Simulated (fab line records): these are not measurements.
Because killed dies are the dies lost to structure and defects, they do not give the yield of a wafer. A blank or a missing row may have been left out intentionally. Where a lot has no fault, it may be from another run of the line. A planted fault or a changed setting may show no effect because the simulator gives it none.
A lot that was struck, set against a sound lot	flow n5-finfet	37 steps out of a route of 1938
Sound: these wafers, L461.4, L461.6. Struck: wafers L453.2, L453.5 (left out: L453.1, a lot-mate that was not struck); the cause follows at the end.
Per side, at each step with rows, come the tool, then ch with its chambers, and then its first start. Under that, the readings that differ: sound wafers	struck wafers	difference of the means	sigmas: that difference in standard deviations of wafers without a fault.
alike: a reading whose means differ by less than 2 such deviations, as well as words and numbers matching on both sides. not compared: withheld readings; readings where some wafer has no value; bounds like >300 that might hide an equal value; numbers whose values overlap and for which the record gives no deviation.
Wherever a step has rows on one side only, a row that says differs or no value, or a row with sigmas, the two part there. Non-overlapping numbers with no deviation appear without sigmas and do not part them. A reading that every wafer of one side lacks parts them only if that side has two wafers or more.

first, 9 steps without rows for these wafers: N5_BEOL_M4_ANNEAL_95 (time 240 s); N5_BEOL_M4_SPUTTER_96 (material Cu, target thk 4.5 nm, time 8.29 s); N5_BEOL_M4_ECD_50 (material Cu, target thk 300 nm); N5_BEOL_M4_ANNEAL_51 (time 90 s); N5_BEOL_M4_CMP_52 (polishes, stops on SiOC, t overpolish 6.8 s, target thk 40 nm); N5_BEOL_M4_PRE_CLEAN_60 (time 15 s); N5_BEOL_M4_CO_CAP_55 (material Co, precursor CCTBA/H2, target thk 2 nm, time 102.1 s); N5_BEOL_M4_PRE_CLEAN_56 (time 15 s); N5_BEOL_M4_DEP_57 (deposits SiCN from 3MS/NH3, target thk 8 nm, time 14 s).
N5_BEOL_M4_RC_MEAS_101:
  sound on prober-02 ch 0, day 13 00:32; struck on prober-01 ch 0, day 11 05:36
  alike: DIBL_N, DIBL_P, IOFF_N, IOFF_P, ION_N, ION_P, SS_N, SS_P, VT_N, VT_P
then, 24 steps without rows for these wafers: N5_BEOL_M5_ILD_DEP_00 (deposits SiCOH lowk from DEMS/porogen, target thk 140.64 nm, time 25.9 s); N5_BEOL_M5_CURE_79 (cures SiCOH lowk, time 240 s); N5_BEOL_M5_PECVD_70 (deposits SiO2 from TEOS/O2, target thk 16 nm, time 18 s); N5_BEOL_M5_HM_DEP_02 (deposits TiN, target thk 20 nm); N5_BEOL_M5_COAT_59 (time 60 s, resist thk 60 nm); N5_BEOL_M5_COAT_60 (time 60 s, resist thk 12 nm); N5_BEOL_M5_COAT_71 (time 60 s, resist thk 5 nm); N5_BEOL_M5_COAT_05 (resist thk 30 nm); N5_BEOL_M5_EBR_07; N5_BEOL_M5_SOFTBAKE_06 (time 60 s); N5_BEOL_M5_EXPOSE_08 (exposes mask M5, target cd 28 nm); N5_BEOL_M5_PEB_09 (peb time 60 s); N5_BEOL_M5_DEVELOP_10 (develop time 30 s); N5_BEOL_M5_DESCUM_16 (chemistry O2, time 7 s); N5_BEOL_M5_ETCH_72 (etches underlayer in N2/H2, target depth 6.5 nm, time 5.2 s); N5_BEOL_M5_ETCH_61 (etches SiARC in CF4, target depth 15.6 nm, time 26 s); N5_BEOL_M5_ETCH_62 (etches SOC in N2/H2, target depth 75 nm, overetch 15 nm, time 112.5 s); N5_BEOL_M5_STRIP_63 (strips in N2/H2); N5_BEOL_M5_STRIP_73 (strips in N2/H2); N5_BEOL_M5_STRIP_64 (strips in CF4); N5_BEOL_M5_HM_OPEN_17 (chemistry Cl2/BCl3, target TiN, target depth 20 nm, overetch 6 nm); N5_BEOL_M5_STRIP_19 (strips in O2); N5_BEOL_M5_COAT_65 (time 60 s, resist thk 60 nm); N5_BEOL_M5_COAT_66 (time 60 s, resist thk 12 nm).
N5_BEOL_M7_ETCH_66: etches SOC in N2/H2, target depth 80 nm, overetch 16 nm, time 120 s.
  sound on rie-diel-04 ch 1, day 14 08:26; struck on rie-diel-03 ch 0, day 12 10:34
reading	sound	struck	difference	sigmas
oes-product-au (a.u.)	0.55 0.55	0.85 0.84	+0.29	+5
run-length-s (s)	142.6 142.7	93.4 93.2	-49.3	-99 or more
model.SiARC_of_BEOL_M7_COAT_64.thk-nm (nm)	7 7	8.6 8.6	+1.6	
model.etch.depth-nm (nm)	60 60.04	58.84 58.73	-1.23	
model.BEOL_M7.cd-nm (nm)	39.4 39.4	39.6 39.6	+0.2	
  alike: drypump-motor-current-A, rf-vpp-V, showerhead-plenum-p-Torr, throttle-valve-pct
  not compared: rf-hours-counter-h
N5_BEOL_M7_VIA_ETCH_34: etches SiCOH lowk in C4F6/O2, target depth 125.5 nm, time 50.5 s.
  sound on rie-diel-04 ch 1, day 14 08:32; struck on rie-diel-03 ch 0, day 12 10:40
  alike: drypump-motor-current-A, oes-product-au, rf-vpp-V, run-length-s, showerhead-plenum-p-Torr, throttle-valve-pct
  not compared: rf-hours-counter-h, model.BEOL_M7.cd-nm
-- record jumps: 3 days separate the struck wafers' starts on either side; left off in module BEOL_M7, taken up again in module PASSIVATION, whose first shown step is the route's number 1936 --
N5_PASSIVATION_PROBE_49:
  sound on prober-01, day 17 11:03; struck on prober-01, day 15 17:20
reading	sound	struck	difference	sigmas
defect-limited-yield (%)	92.1 91.4	82.7 79.8	-10.5	-7
killed_at_M4_up	11 9	71 128	+90	+17
killed-dies	93 101	204 238	+124	+7
killed-on-rim	15 13	57 45	+37	+9
killed-open	60 66	102 81	+28	+2
sort_bin_5_function (%)	5.4 4.8	11.9 15.2	+8.5	+8
sort_bin_6_memory (%)	2.3 3.6	5.1 4.7	+2.0	+3
sort-n-pass	1087 1079	976 942	-124	-7
sort-yield-pct (%)	92.1 91.4	82.7 79.8	-10.5	-7
  alike: killed_at_M0_to_M3, killed-at-contacts, killed-at-front-end, killed-at-other, killed-short

== WHERE THEY PART ==
Earliest at N5_BEOL_M7_ETCH_66; latest, in this record, at N5_PASSIVATION_PROBE_49.

WHY: the cause the simulator had injected
rie-diel-03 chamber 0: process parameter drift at N5_BEOL_M7_ETCH_66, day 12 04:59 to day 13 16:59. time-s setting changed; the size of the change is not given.
